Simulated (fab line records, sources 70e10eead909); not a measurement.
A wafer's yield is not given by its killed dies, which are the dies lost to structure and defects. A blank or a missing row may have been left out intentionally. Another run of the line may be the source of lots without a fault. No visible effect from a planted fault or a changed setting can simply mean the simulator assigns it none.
Chamber matching ; flow nand-harc ; 4 sister chambers for NHARC_A_ZERO_WELL_ETCH_19 on rie-diel-08
The step etches the open film in N2/H2, target depth 80 nm, overetch 24 nm, time 87.88 s. 4 wafers are shown with their chamber, then 11 later ones without.

## EACH WAFER AND ITS CHAMBER
wafer;chamber;drypump-motor-current-A (A)
L833.1;1;5.50
L834.1;3;5.52
L834.4;0;5.84
L836.1;2;5.72

## WAFERS WITHOUT THEIR CHAMBER
wafer;drypump-motor-current-A (A)
L836.3;5.51
L836.6;5.52
L840.1;5.72
L840.2;5.52
L840.6;5.84
L839.2;5.75
L839.5;5.84
L839.6;5.51
L844.1;5.82
L844.4;5.71
L844.5;5.85

## CHAMBER TAKEN BY EACH
wafer;from the rows above;in truth
L836.3;can't be placed: 1 or 3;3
L836.6;can't be placed: 3 or 1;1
L840.1;2;2
L840.2;can't be placed: 3 or 1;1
L840.6;0;0
L839.2;2;2
L839.5;0;0
L839.6;can't be placed: 1 or 3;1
L844.1;0;0
L844.4;2;2
L844.5;0;0
Correct placement for 7 of the 11. Cannot be placed on the basis of these rows: 4; the candidates contain the true chamber in 4. Number placed wrongly: 0.
How it was worked out, from the rows above alone: a wafer's distance from a chamber is the root of the sum, over the readings, of the square of ((its reading less the chamber's mean) divided by the reading's scatter). The wafer belongs to the nearest chamber; if the next one is less than 2 further off, it can't be placed. The mean given for a chamber averages the wafers shown for that chamber. The scatter (one wafer shown for each chamber): square how far every hidden wafer sits from the nearest shown wafer, average those squares and take the square root.
